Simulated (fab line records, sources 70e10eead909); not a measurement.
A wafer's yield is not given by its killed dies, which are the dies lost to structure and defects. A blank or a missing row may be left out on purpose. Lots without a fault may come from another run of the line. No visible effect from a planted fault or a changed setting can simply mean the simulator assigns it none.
fab line records | flow nand_harc
record lots=12 | wafers=36 | last_day=33
route steps=1302 shown P_GATE@170
lots with no fault: from the same line, run without faults
start_h: hours from the record's opening day to when the first of the lot's shown wafers began | wait_h: how many hours have passed since the lot's step before this one | " identical to the entry in the row above | L1.1+2: a row that stands for several wafers | - no value present, or no start provided | * or withheld: withheld | < > ~ a bound
route shown NAME@n: names a module that has steps shown in the file, with the first one's number in the route | usual: mean/standard deviation taken from wafers without a fault | same: alike in all rows | chamber/n: place in a boat | sites: the reading at each site | _std_site: the values' standard deviation | _edge_site: inner sites' mean taken away from outer sites' mean | radius_mm: how far each site lies from the wafer's centre | mask NAME#n: copy n | behind: the tool/chamber that last shaped the wafer | hold: what put the lot on hold/how long, in hours/how the hold closed | device: which transistor (n, p or np) failed to switch | end of line: the route-end tests of the same wafers | a step with no rows: only its recipe | killed: dies that structure and defects cost at the first sort, which is not the same as the wafer's yield | map: the dies of a wafer, with x for killed, . for not killed, _ for no die there
set.NAME: the setting as run; set.NAME@STEP: as run at that earlier step | model.NAME: the simulator's own value behind a step, which no gauge read
one table for each step of the route and one row for each wafer, over a sample of lots
services: the hour from which a tool's chamber was out of use, counted from the record's first day as start_h (under 0 if before that day), plus the number of hours and why
## steps
# step NHARC_P_GATE_CD_MEAS_46
# recipe target_cd_nm=720 | landing_energy_ev=500
# usual cd_nm=719.0/1.8
lot.wafer | tool      | chamber | start_h | wait_h | cd_nm
L820.1    | cd_sem-02 | 0       | 114.58  | -      | 716.0
L820.5    | "         | 0       | "       | "      | 720.1
L820.6    | "         | 0       | "       | "      | 715.2
L821.1    | cd_sem-01 | 0       | 131.09  | -      | 719.9
L821.5    | "         | 0       | "       | "      | 721.7
L821.6    | "         | 0       | "       | "      | 719.9
L823.1    | cd_sem-02 | 0       | 142.48  | -      | 720.1
L823.4    | "         | 0       | "       | "      | 720.1
L823.6    | "         | 0       | "       | "      | 718.6
L824.1    | cd_sem-01 | 0       | 147.36  | -      | 718.1
L824.4    | "         | 0       | "       | "      | 718.9
L824.5    | "         | 0       | "       | "      | 718.8
L828.4    | cd_sem-03 | 0       | 190.87  | -      | 721.3
L828.5    | "         | 0       | "       | "      | 720.7
L828.6    | "         | 0       | "       | "      | 720.0
L829.1    | cd_sem-03 | 0       | 203.43  | -      | 716.5
L829.2    | "         | 0       | "       | "      | 718.8
L829.5    | "         | 0       | "       | "      | 720.7
L830.2    | cd_sem-01 | 0       | 212.50  | -      | 718.1
L830.3    | "         | 0       | "       | "      | 719.5
L830.6    | "         | 0       | "       | "      | 720.3
L833.3    | cd_sem-02 | 0       | 234.30  | -      | 721.4
L833.4    | "         | 0       | "       | "      | 718.2
L833.5    | "         | 0       | "       | "      | 719.9
L834.2    | cd_sem-01 | 0       | 252.72  | -      | 721.3
L834.4    | "         | 0       | "       | "      | 716.8
L834.5    | "         | 0       | "       | "      | 720.0
L835.1    | cd_sem-03 | 0       | 253.29  | -      | 721.0
L835.4    | "         | 0       | "       | "      | 720.4
L835.6    | "         | 0       | "       | "      | 722.0
L837.1    | cd_sem-01 | 0       | 278.84  | -      | 719.6
L837.3    | "         | 0       | "       | "      | 719.7
L837.6    | "         | 0       | "       | "      | 722.0
L843.4    | cd_sem-03 | 0       | 341.89  | -      | 718.2
L843.5    | "         | 0       | "       | "      | 718.8
L843.6    | "         | 0       | "       | "      | 719.4
# step NHARC_P_GATE_DESCUM_48
# recipe time_s=3 | o2_flow_sccm=200 | ar_flow_sccm=0 | bias_power_w=0 | chemistry=O2
# usual drypump_motor_current_A=5.6/0.47 | oes_product_au=1.002/0.0099 | rf_vpp_V=57.4/0.85 | showerhead_plenum_p_Torr=1.83/0.054 | throttle_valve_pct=11.310/0.0096
lot.wafer | tool        | chamber | start_h | wait_h | drypump_motor_current_A | oes_product_au | rf_hours_counter_h | rf_vpp_V | showerhead_plenum_p_Torr | throttle_valve_pct
L820.1    | rie_diel-05 | 3       | 114.78  | -      | 4.8                     | 0.994          | 4.1                | 57.7     | 1.84                     | 11.306
L820.6    | "           | 0       | "       | "      | 5.3                     | 1.018          | -                  | 56.8     | 1.79                     | 11.314
L820.5    | "           | 1       | "       | "      | 6.5                     | 1.026          | -                  | 56.1     | 1.84                     | 11.308
L821.1    | rie_diel-05 | 0       | 131.26  | -      | 5.3                     | 1.010          | 3.8                | 56.5     | 1.79                     | 11.308
L821.6    | "           | 0       | "       | "      | 5.3                     | 1.007          | -                  | 56.2     | 1.79                     | 11.317
L821.5    | "           | 1       | "       | "      | 6.5                     | 1.012          | -                  | 55.8     | 1.84                     | 11.312
L823.4    | rie_diel-05 | 2       | 142.65  | -      | 5.2                     | 1.003          | 5.2                | 56.7     | 1.80                     | 11.280
L823.1    | "           | 3       | "       | "      | 4.8                     | 0.985          | 5.2                | 57.9     | 1.84                     | 11.304
L823.6    | "           | 1       | "       | "      | 6.4                     | 1.011          | -                  | 57.1     | 1.84                     | 11.317
L824.1    | rie_diel-08 | 2       | 147.54  | -      | 5.9                     | 1.004          | 6.2                | 57.9     | 1.79                     | 11.311
L824.4    | "           | 3       | "       | "      | 5.4                     | 1.019          | 6.2                | 57.0     | 1.79                     | 11.300
L824.5    | "           | 1       | "       | "      | 6.1                     | 0.998          | -                  | 57.2     | 1.81                     | 11.301
L828.4    | rie_diel-05 | 1       | 191.06  | -      | 6.4                     | 1.022          | 8.1                | 56.2     | 1.84                     | 11.315
L828.6    | "           | 2       | "       | "      | 5.2                     | 1.013          | -                  | 56.4     | 1.80                     | 11.330
L828.5    | "           | 3       | "       | "      | 4.9                     | 1.000          | -                  | 58.0     | 1.84                     | 11.309
L829.2    | rie_diel-08 | 2       | 203.59  | -      | 5.9                     | 1.011          | 0.1                | 57.7     | 1.79                     | 11.318
L829.1    | "           | 3       | "       | "      | 5.4                     | 1.011          | 0.1                | 55.9     | 1.79                     | 11.318
L829.5    | "           | 2       | "       | "      | 5.9                     | 1.014          | -                  | 58.7     | 1.79                     | 11.303
L830.2    | rie_diel-09 | 1       | 212.67  | -      | 5.8                     | 1.003          | 4.1                | 56.4     | 1.83                     | 11.302
L830.3    | "           | 2       | "       | "      | 5.7                     | 0.994          | 4.2                | 57.8     | 1.86                     | 11.309
L830.6    | "           | 0       | "       | "      | 5.5                     | 0.999          | -                  | 58.1     | 1.98                     | 11.301
L833.3    | rie_diel-09 | 3       | 234.45  | -      | 5.1                     | 0.999          | 4.6                | 56.9     | 1.90                     | 11.316
L833.4    | "           | 0       | "       | "      | 5.5                     | 1.002          | 4.3                | 58.9     | 1.98                     | 11.320
L833.5    | "           | 3       | "       | "      | 5.0                     | 0.982          | -                  | 57.2     | 1.90                     | 11.300
L834.4    | rie_diel-09 | 0       | 252.90  | -      | 5.5                     | 1.010          | 5.2                | 57.1     | 1.98                     | 11.327
L834.2    | "           | 1       | "       | "      | 5.8                     | 1.020          | 6.2                | 58.4     | 1.83                     | 11.316
L834.5    | "           | 3       | "       | "      | 5.0                     | 0.999          | -                  | 58.2     | 1.90                     | 11.321
L835.1    | rie_diel-05 | 1       | 253.47  | -      | 6.4                     | 1.013          | 0.1                | 56.2     | 1.84                     | 11.312
L835.4    | "           | 0       | "       | "      | 5.3                     | 1.011          | -                  | 56.6     | 1.79                     | 11.314
L835.6    | "           | 1       | "       | "      | 6.4                     | 1.017          | -                  | 56.1     | 1.84                     | 11.310
L837.1    | rie_diel-05 | 3       | 279.00  | -      | 4.8                     | 0.994          | 1.2                | 57.4     | 1.84                     | 11.308
L837.3    | "           | 2       | "       | "      | 5.2                     | 1.005          | 0.6                | 57.5     | 1.80                     | 11.326
L837.6    | "           | 1       | "       | "      | 6.5                     | 1.008          | -                  | 56.7     | 1.84                     | 11.306
L843.4    | rie_diel-08 | 0       | 342.08  | -      | 6.0                     | 0.997          | 7.0                | 57.4     | 1.78                     | 11.312
L843.6    | "           | 1       | "       | "      | 6.1                     | 0.993          | -                  | 56.8     | 1.81                     | 11.327
L843.5    | "           | 2       | "       | "      | 5.9                     | 0.997          | -                  | 58.2     | 1.79                     | 11.323
# step NHARC_P_GATE_STRIP_76
# recipe power_w=1500 | temp_c=250 | chemistry=O2
# usual drypump_motor_current_A=6.2/0.58 | heater_power_w=327/15
lot.wafer | tool            | chamber | start_h | wait_h | drypump_motor_current_A | heater_power_w | rf_hours_counter_h
L820.1    | plasma_asher-02 | 1       | 117.13  | 0.2    | 6.7                     | 350            | 7
L820.5    | "               | 1       | "       | "      | 6.7                     | 348            | -
L820.6    | "               | 0       | "       | "      | 6.4                     | 330            | -
L821.1    | plasma_asher-02 | 1       | 133.65  | 0.2    | 6.7                     | 367            | 10
L821.6    | "               | 1       | "       | "      | 6.7                     | 344            | -
L821.5    | "               | 0       | "       | "      | 6.4                     | 331            | -
L823.1    | plasma_asher-02 | 1       | 145.03  | 0.2    | 6.7                     | 355            | 13
L823.4    | "               | 1       | "       | "      | 6.7                     | 341            | -
L823.6    | "               | 0       | "       | "      | 6.4                     | 327            | -
L824.1    | plasma_asher-02 | 0       | 149.91  | 0.2    | 6.4                     | 326            | 14
L824.4    | "               | 1       | "       | "      | 6.7                     | 363            | -
L824.5    | "               | 1       | "       | "      | 6.7                     | 349            | -
L828.4    | plasma_asher-01 | 1       | 193.67  | 0.1    | 5.1                     | 306            | -
L828.5    | "               | 0       | "       | "      | 6.2                     | 318            | -
L828.6    | "               | 1       | "       | "      | 5.1                     | 302            | -
L829.2    | plasma_asher-01 | 0       | 206.03  | 0.2    | 6.3                     | 316            | 5
L829.1    | "               | 1       | "       | "      | 5.0                     | 305            | 5
L829.5    | "               | 0       | "       | "      | 6.2                     | 309            | -
L830.2    | plasma_asher-02 | 1       | 215.05  | 0.2    | 6.7                     | 346            | 28
L830.3    | "               | 1       | "       | "      | 6.7                     | 345            | -
L830.6    | "               | 0       | "       | "      | 6.3                     | 328            | -
L833.3    | plasma_asher-02 | 1       | 236.86  | 0.2    | 6.7                     | 345            | -
L833.4    | "               | 0       | "       | "      | 6.4                     | 338            | -
L833.5    | "               | 1       | "       | "      | 6.7                     | 348            | -
L834.2    | plasma_asher-01 | 1       | 255.27  | 0.2    | 5.0                     | 306            | 17
L834.4    | "               | 1       | "       | "      | 5.1                     | 312            | -
L834.5    | "               | 0       | "       | "      | 6.3                     | 315            | -
L835.1    | plasma_asher-01 | 0       | 255.90  | 0.2    | 6.2                     | 310            | 17
L835.4    | "               | 0       | "       | "      | 6.2                     | 315            | -
L835.6    | "               | 0       | "       | "      | 6.2                     | 322            | -
L837.1    | plasma_asher-01 | 0       | 281.41  | 0.2    | 6.2                     | 309            | 24
L837.3    | "               | 1       | "       | "      | 5.1                     | 309            | -
L837.6    | "               | 1       | "       | "      | 5.0                     | 304            | -
L843.4    | plasma_asher-02 | 0       | 344.34  | 0.1    | 6.3                     | 331            | -
L843.5    | "               | 1       | "       | "      | 6.7                     | 330            | -
L843.6    | "               | 0       | "       | "      | 6.3                     | 329            | -
# step NHARC_P_GATE_EXPOSE_88
# recipe na=0.6 | target_cd_nm=2000 | dose_mj=11.87 | mask_id=P_HVN
# usual focus_offset_nm=-0.1/0.51
# same na=0.6
lot.wafer | tool           | chamber | start_h | wait_h | mask       | focus_offset_nm
L820.1    | krf_scanner-01 | 0       | 117.90  | -      | P_HVN#0    | -0.2
L820.5    | "              | 0       | "       | "      | P_HVN#0    | -0.4
L820.6    | "              | 0       | "       | "      | P_HVN#0    | -0.1
L821.1    | krf_scanner-01 | 0       | 134.42  | -      | P_HVN#0    | -1.2
L821.5    | "              | 0       | "       | "      | P_HVN#0    | -0.6
L821.6    | "              | 0       | "       | "      | P_HVN#0    | 0.1
L823.1    | krf_scanner-03 | 0       | 145.79  | -      | P_HVN#0    | -1.1
L823.4    | "              | 0       | "       | "      | P_HVN#0    | -0.3
L823.6    | "              | 0       | "       | "      | P_HVN#0    | -0.9
L824.1    | krf_scanner-02 | 0       | 150.67  | -      | P_HVN#0    | 0.2
L824.4    | "              | 0       | "       | "      | P_HVN#0    | -0.5
L824.5    | "              | 0       | "       | "      | P_HVN#0    | 0.0
L828.4    | krf_scanner-03 | 0       | 194.34  | -      | P_HVN#0    | 0.6
L828.5    | "              | 0       | "       | "      | P_HVN#0    | 0.9
L828.6    | "              | 0       | "       | "      | P_HVN#0    | -0.1
L829.1    | krf_scanner-01 | 0       | 206.84  | -      | P_HVN#0    | -0.3
L829.2    | "              | 0       | "       | "      | P_HVN#0    | 0.0
L829.5    | "              | 0       | "       | "      | P_HVN#0    | -0.3
L830.2    | krf_scanner-02 | 0       | 215.82  | -      | P_HVN#0    | 1.0
L830.3    | "              | 0       | "       | "      | P_HVN#0    | 0.9
L830.6    | "              | 0       | "       | "      | P_HVN#0    | 1.0
L833.3    | krf_scanner-03 | 0       | 237.61  | -      | P_HVN#0    | -0.6
L833.4    | "              | 0       | "       | "      | P_HVN#0    | -0.4
L833.5    | "              | 0       | "       | "      | P_HVN#0    | 0.2
L834.2    | krf_scanner-03 | 0       | 255.90  | -      | P_HVN_R1#0 | 0.3
L834.4    | "              | 0       | "       | "      | P_HVN_R1#0 | 0.3
L834.5    | "              | 0       | "       | "      | P_HVN_R1#0 | -1.1
L835.1    | krf_scanner-01 | 0       | 256.65  | -      | P_HVN#0    | -0.1
L835.4    | "              | 0       | "       | "      | P_HVN#0    | 0.0
L835.6    | "              | 0       | "       | "      | P_HVN#0    | -0.5
L837.1    | krf_scanner-03 | 0       | 282.05  | -      | P_HVN#0    | -0.5
L837.3    | "              | 0       | "       | "      | P_HVN#0    | -0.2
L837.6    | "              | 0       | "       | "      | P_HVN#0    | 0.4
L843.4    | krf_scanner-03 | 0       | 344.96  | -      | P_HVN#0    | 0.1
L843.5    | "              | 0       | "       | "      | P_HVN#0    | -0.5
L843.6    | "              | 0       | "       | "      | P_HVN#0    | -0.9
# step NHARC_P_GATE_CD_MEAS_91
# recipe target_cd_nm=2000 | landing_energy_ev=500
# usual cd_nm=2000.2/2.1
lot.wafer | tool      | chamber | start_h | wait_h | cd_nm
L820.1    | cd_sem-03 | 0       | 118.05  | -      | 2004.9
L820.5    | "         | 0       | "       | "      | 2000.4
L820.6    | "         | 0       | "       | "      | 2004.6
L821.1    | cd_sem-02 | 0       | 134.57  | -      | 2001.9
L821.5    | "         | 0       | "       | "      | 2003.3
L821.6    | "         | 0       | "       | "      | 2001.4
L823.1    | cd_sem-03 | 0       | 145.95  | -      | 2000.4
L823.4    | "         | 0       | "       | "      | 1999.7
L823.6    | "         | 0       | "       | "      | 2000.2
L824.1    | cd_sem-01 | 0       | 150.82  | -      | 1997.6
L824.4    | "         | 0       | "       | "      | 1998.7
L824.5    | "         | 0       | "       | "      | 1997.7
L828.4    | cd_sem-01 | 0       | 194.48  | -      | 2000.4
L828.5    | "         | 0       | "       | "      | 2000.1
L828.6    | "         | 0       | "       | "      | 1997.3
L829.1    | cd_sem-03 | 0       | 206.99  | -      | 1999.5
L829.2    | "         | 0       | "       | "      | 2000.1
L829.5    | "         | 0       | "       | "      | 2002.0
L830.2    | cd_sem-01 | 0       | 215.97  | -      | 2004.0
L830.3    | "         | 0       | "       | "      | 1999.7
L830.6    | "         | 0       | "       | "      | 1998.8
L833.3    | cd_sem-01 | 0       | 237.76  | -      | 1998.6
L833.4    | "         | 0       | "       | "      | 2005.2
L833.5    | "         | 0       | "       | "      | 2002.9
L834.2    | cd_sem-02 | 0       | 256.06  | -      | 2028.0
L834.4    | "         | 0       | "       | "      | 2025.3
L834.5    | "         | 0       | "       | "      | 2026.2
L835.1    | cd_sem-03 | 0       | 256.80  | -      | 1999.5
L835.4    | "         | 0       | "       | "      | 1995.9
L835.6    | "         | 0       | "       | "      | 1999.6
L837.1    | cd_sem-02 | 0       | 282.20  | -      | 1999.3
L837.3    | "         | 0       | "       | "      | 2000.3
L837.6    | "         | 0       | "       | "      | 1998.3
L843.4    | cd_sem-01 | 0       | 345.10  | -      | 2001.9
L843.5    | "         | 0       | "       | "      | 2003.1
L843.6    | "         | 0       | "       | "      | 2000.6
## services
tool            | chamber | start_h | hours | kind
krf_scanner-03  | -       | 127.58  | 0.2   | repair
rie_diel-05     | -       | 127.85  | 3.1   | repair
krf_scanner-01  | -       | 140.00  | 4.0   | pm
krf_scanner-02  | -       | 141.23  | 4.0   | pm
rie_diel-09     | -       | 143.77  | 9.0   | pm
plasma_asher-01 | -       | 172.25  | 9.0   | pm
rie_diel-05     | 3       | 181.98  | 7.8   | repair
rie_diel-08     | -       | 190.80  | 9.0   | pm
krf_scanner-03  | -       | 196.19  | 1.0   | repair
plasma_asher-02 | -       | 209.43  | 2.7   | repair
krf_scanner-01  | -       | 216.12  | 0.5   | repair
rie_diel-05     | 3       | 219.98  | 10.7  | repair
krf_scanner-03  | -       | 224.03  | 4.0   | pm
rie_diel-05     | -       | 229.66  | 9.0   | pm
krf_scanner-01  | -       | 239.80  | 3.7   | repair
krf_scanner-03  | -       | 242.77  | 1.5   | repair
rie_diel-05     | 2       | 246.64  | 15.6  | repair
plasma_asher-02 | -       | 249.00  | 9.0   | pm
rie_diel-08     | 2       | 267.90  | 7.1   | repair
rie_diel-05     | 0       | 278.54  | 11.5  | repair
plasma_asher-01 | -       | 307.45  | 13.0  | repair
krf_scanner-03  | -       | 311.12  | 0.5   | repair
krf_scanner-01  | -       | 312.00  | 4.0   | pm
rie_diel-09     | -       | 320.77  | 9.0   | pm
## key
first_sign step=NHARC_P_GATE_EXPOSE_88 | reading=mask | direction=changed
effect step=NHARC_P_GATE_CD_MEAS_91 | reading=cd_nm | direction=up | sigmas=12 | usual=2000.2 | struck=2026.5
met_at NHARC_P_GATE_EXPOSE_88
struck_lots L834
tester_left_out L834
not_acting_at NHARC_P_GATE_CD_MEAS_46,NHARC_P_GATE_DESCUM_48,NHARC_P_GATE_STRIP_76
onset_between 237.61 255.90
fault kind=wrong_mask | tool=any | chamber=- | onset_h=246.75 | steps=NHARC_P_GATE_EXPOSE_88 | aux_copy=P_HVN_R1#0 | cd_offset_nm=26.585 | scope=struck_lots_only
# tester_left_out: of these lots the tester's yield and bins aren't shown, on N5 and GAA mostly nor the transistor test; their killed dies are dies lost to structure and defects alone, not to doping, threshold or leakage, so they don't give the yield
